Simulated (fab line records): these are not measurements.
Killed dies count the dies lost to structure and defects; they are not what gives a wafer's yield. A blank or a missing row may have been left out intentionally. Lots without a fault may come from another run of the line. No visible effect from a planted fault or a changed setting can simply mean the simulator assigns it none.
Matching of chambers    flow n5Finfet    N5_BEOL_M8_ETCH_61 on rieDiel-03 has 4 sister chambers
The step etches SiARC in CF4, target depth 45.5 nm, time 75.8 s. 18 wafers are shown with their chamber, then 9 later ones without.

== EACH WAFER AND ITS CHAMBER ==
wafer   chamber  drypumpMotorCurrentA (A)  showerheadPlenumPTorr (Torr)  oesProductAu (a.u.)
L077.2  3        5.9                       2.04                          0.60
L077.3  2        5.6                       2.14                          0.66
L077.4  0        6.0                       2.05                          0.63
L081.1  2        5.7                       2.14                          0.66
L081.4  0        6.0                       2.05                          0.62
L081.5  3        5.9                       2.04                          0.60
L083.3  2        5.7                       2.14                          0.65
L083.4  2        5.7                       2.14                          0.65
L083.6  3        5.9                       2.03                          0.59
L086.3  0        6.0                       2.04                          0.61
L086.5  3        5.9                       2.03                          0.58
L086.6  1        6.6                       2.10                          0.84
L089.3  3        5.9                       2.03                          0.58
L089.5  3        5.9                       2.03                          0.58
L089.6  0        6.0                       2.04                          0.61
L090.1  3        5.9                       2.03                          0.57
L090.5  1        6.6                       2.10                          0.82
L090.6  3        5.9                       2.03                          0.58

SIGNATURES (averages over the wafers above)
reading                chamber 0  chamber 1  chamber 2  chamber 3  scatter within a chamber
drypumpMotorCurrentA   6.000      6.600      5.675      5.900      0.0231
showerheadPlenumPTorr  2.0450     2.1000     2.1400     2.0325     0.00423
oesProductAu           0.6175     0.8300     0.6550     0.5850     0.00991
Rule: a wafer's distance from a chamber is the root of the sum, over the readings, of the square of ((its reading less the chamber's mean) divided by the reading's scatter). If the next closest chamber is less than 2 further off than the closest, the wafer can't be placed; otherwise it belongs to the closest. How the scatter is found: for the shown wafers, subtract from each reading the mean of its chamber, square and add these, divide the total by (wafers less chambers), then take the root.

== WAFERS WITH NO CHAMBER GIVEN ==
wafer   drypumpMotorCurrentA (A)  showerheadPlenumPTorr (Torr)  oesProductAu (a.u.)
L091.1  5.6                       2.13                          0.62
L091.2  5.9                       2.02                          0.57
L091.4  5.7                       2.13                          0.62
L096.2  5.9                       2.02                          0.57
L096.4  5.9                       2.02                          0.57
L096.6  6.1                       2.04                          0.60
L097.3  5.9                       2.02                          0.56
L097.5  5.7                       2.12                          0.63
L097.6  5.9                       2.02                          0.56

== EACH ONE'S CHAMBER ==
wafer   from the rows above  in truth
L091.1  2                    2
L091.2  3                    3
L091.4  2                    2
L096.2  3                    3
L096.4  3                    3
L096.6  0                    0
L097.3  3                    3
L097.5  2                    2
L097.6  3                    3
9 of 9 placed correctly. Left unplaced by these rows: 0. Wrongly placed: 0.
